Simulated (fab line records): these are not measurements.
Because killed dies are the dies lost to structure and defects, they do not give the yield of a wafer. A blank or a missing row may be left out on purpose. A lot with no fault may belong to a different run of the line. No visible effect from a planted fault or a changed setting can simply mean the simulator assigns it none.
2 desks, one fault + flow n5Finfet + each desk holds nothing but its own numbers, with what lay behind them at the end

## TOOL OWNER'S DESK, cvdCo-02
The tool's own readings at N5_BEOL_M10_CVD_75 (deposits Co from CCTBA/H2, target thk 2 nm, time 138.9 s): means of the sampled wafers that have a number, for each lot that ran on this tool. Any lot whose mean is over 4 standard deviations away from the usual mean is out of limits and marked OUT; that distance is given in the brackets.
Columns: A = runLengthS at N5_BEOL_M10_CVD_75, usual 161.5 s
| lot  | first seen here | A               |
|------|-----------------|-----------------|
| L306 | day 10 00:34    | 161.4           |
| L308 | day 11 14:19    | 161.3           |
| L314 | day 13 00:24    | 141.7 (-49) OUT |
| L325 | day 15 13:15    | 161.5           |
| L327 | day 16 06:16    | 161.6           |
This desk finds L314 out of limits, L314 being first, at day 13 00:24 (runLengthS at N5_BEOL_M10_CVD_75). Within limits: L306, L308, L325, L327.

## THE DEFECT DESK
What the inspections along the route counted, lot by lot: means of the sampled wafers that have a number. Any lot whose mean is over 4 standard deviations away from the usual mean is out of limits and marked OUT; that distance is given in the brackets.
Columns: A = rawDefectCount at N5_BEOL_M10_INSPECT_58, usual 71
| lot  | first seen here | A   |
|------|-----------------|-----|
| L306 | day 10 01:42    | 58  |
| L307 | day 10 16:56    | 72  |
| L309 | day 10 22:10    | 51  |
| L308 | day 11 15:58    | 85  |
| L311 | day 12 07:42    | 62  |
| L314 | day 13 01:32    | 67  |
| L323 | day 15 04:43    | 71  |
| L325 | day 15 14:39    | 113 |
| L326 | day 15 18:07    | 69  |
| L327 | day 16 07:40    | 73  |
| L328 | day 16 11:28    | 54  |
Result from this desk: across the 11 lots, nothing is out of limits.

## TAKEN TOGETHER
At day 13 00:24, on L314, the tool owner's desk was in a position to raise an alarm.
Nothing the defect desk looked at was out of limits.
The defect desk has L314 on record, within its limits.
On cvdCo-02, each named lot ran N5_BEOL_M10_CVD_75.

## WHAT HAD BEEN PUT IN BY THE SIMULATOR
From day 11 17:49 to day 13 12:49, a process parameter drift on cvdCo-02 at N5_BEOL_M10_CVD_75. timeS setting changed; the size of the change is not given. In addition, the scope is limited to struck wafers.
Struck lots among those shown: L314.
Hours from the fault's start to each desk's first reading out of limits: the tool owner's desk, 31.
